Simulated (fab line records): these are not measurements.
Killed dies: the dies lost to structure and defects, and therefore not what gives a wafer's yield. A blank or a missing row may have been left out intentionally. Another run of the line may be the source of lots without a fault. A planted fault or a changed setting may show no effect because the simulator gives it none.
Comparing a struck lot with a sound one -- flow n5_finfet -- 19 out of 1938 route steps
Sound: these wafers, L795.1, L795.5, L795.6. The struck wafers were L788.1, L788.4, L788.5. At the end, the cause is stated.
At each step with rows: each side's tool, then ch and its chambers, then its first start. Under that, the readings that differ: sound wafers -- struck wafers -- difference of the means -- sigmas: that difference in standard deviations of wafers without a fault.
alike: words and numbers the same on both sides, and readings whose means are apart by under 2 such deviations; not compared: readings that were withheld, readings missing a value for some wafer, numbers with overlapping values and no deviation given by the record, and bounds like >300 which may hide the same value.
The two part at a step that has a row with sigmas, a row that says differs or no value, or rows on one side only. Non-overlapping numbers with no deviation appear without sigmas and do not part them. A reading missing from all wafers of one side parts the sides only when that side holds two or more wafers.

first, 7 steps without rows for these wafers: N5_BEOL_M11_COAT_60 (time 60 s, resist thk 30 nm); N5_BEOL_M11_COAT_05 (resist thk 90 nm); N5_BEOL_M11_EBR_07; N5_BEOL_M11_SOFTBAKE_06 (time 60 s); N5_BEOL_M11_EXPOSE_08 (exposes mask M11); N5_BEOL_M11_PEB_09 (peb time 60 s); N5_BEOL_M11_DEVELOP_10 (develop time 30 s).
N5_BEOL_M11_CD_MEAS_11: target cd 64.1 nm.
  sound on cd_sem-03 ch 0, day 13 11:36; struck on cd_sem-03 ch 0, day 11 21:32
  alike: cd_nm
N5_BEOL_M11_OVL_MEAS_12:
  sound on overlay-01 ch 0, day 13 11:38; struck on overlay-02 ch 0, day 11 21:34
  alike: M11_OVL
N5_BEOL_M11_INSPECT_13: inspects for defects (brightfield).
  sound on defect_inspect-01, day 13 11:39; struck on defect_inspect-01, day 11 21:35
  alike: raw_defect_count
N5_BEOL_M11_DESCUM_16: chemistry O2, time 7.9 s.
  sound on rie_diel-06 ch 1,2, day 13 11:41; struck on rie_diel-06 ch 1,3, day 11 21:38
  alike: drypump_motor_current_A, oes_product_au, rf_vpp_V, showerhead_plenum_p_Torr, throttle_valve_pct
  not compared: rf_hours_counter_h
N5_BEOL_M11_ETCH_61: etches SiARC in CF4, target depth 39 nm, time 65 s.
  sound on rie_diel-06 ch 1,2, day 13 11:43; struck on rie_diel-06 ch 1,3, day 11 21:41
reading,sound,struck,difference,sigmas
cf4_flow_sccm (sccm),99.68 99.54 99.42,100.56 100.05 99.96,+0.64,+2
  alike: bias_w, drypump_motor_current_A, etch_rf_on_time_s, oes_product_au, rf_vpp_V, showerhead_plenum_p_Torr, throttle_valve_pct
  not compared: rf_hours_counter_h
N5_BEOL_M11_ETCH_62: etches SOC in N2/H2, target depth 110 nm, overetch 22 nm, time 165 s.
  sound on rie_diel-06 ch 1,2, day 13 11:46; struck on rie_diel-06 ch 1,3, day 11 21:44
  no value came back on the struck wafers for any of 9 readings (bias_w (W), chamber_pressure_mTorr (mTorr) and others); on the sound wafers bias_w (W) reads 150.2 150.7 150.5
reading,sound,struck,difference,sigmas
model.CAR-ArF_of_BEOL_M11_COAT_05.thk_nm (nm),0 0 0,55.6 55.4 55.2,+55.4,
model.SiARC_of_BEOL_M11_COAT_60.thk_nm (nm),23.8 23.6 23.6,30 30.2 30,+6,
  not compared: rf_hours_counter_h
then, 1 step without rows for these wafers: N5_BEOL_M11_STRIP_68 (strips in N2/H2).
N5_BEOL_M11_STRIP_67: strips in CF4.
  sound on rie_diel-06 ch 1,2, day 13 11:55; struck on rie_diel-06 ch 1,3, day 11 21:52
  alike: drypump_motor_current_A, oes_product_au, rf_vpp_V, showerhead_plenum_p_Torr, throttle_valve_pct
  not compared: rf_hours_counter_h
N5_BEOL_M11_HM_OPEN_17: chemistry Cl2/BCl3, target TiN, target depth 20 nm, overetch 6 nm.
  sound on rie_metal-03 ch 0,1, day 13 11:58; struck on rie_metal-01 ch 0,1, day 11 21:55
reading,sound,struck,difference,sigmas
oes_product_au (a.u.),0.66 0.67 0.60,0.26 0.24 0.26,-0.39,-6
throttle_valve_pct (%),22.14 22.14 22.46,23.13 23.41 23.11,+0.97,+3
  alike: drypump_motor_current_A, oes_ar_750_au
  not compared: rf_hours_counter_h
N5_BEOL_M11_STRIP_19: strips in O2.
  sound on rie_diel-06 ch 1,2, day 13 12:04; struck on rie_diel-02 ch 1,2, day 11 22:14
  alike: drypump_motor_current_A, oes_product_au, rf_vpp_V, showerhead_plenum_p_Torr, throttle_valve_pct
  not compared: rf_hours_counter_h
N5_BEOL_M11_CD_MEAS_18: pitch 140 nm, target cd 70 nm.
  sound on cd_sem-01, day 13 12:08; struck on cd_sem-02, day 11 22:18
reading,sound,struck,difference,sigmas
cd_nm (nm),69.0 69.9 69.4,- - -,no value on the struck wafers,
then, 1 step without rows for these wafers: N5_BEOL_M11_COAT_63 (time 60 s, resist thk 100 nm).

## WHERE THEY PART
Last at N5_BEOL_M11_CD_MEAS_18 as far as this record goes, first at N5_BEOL_M11_ETCH_61.

WHY: the cause the simulator had injected
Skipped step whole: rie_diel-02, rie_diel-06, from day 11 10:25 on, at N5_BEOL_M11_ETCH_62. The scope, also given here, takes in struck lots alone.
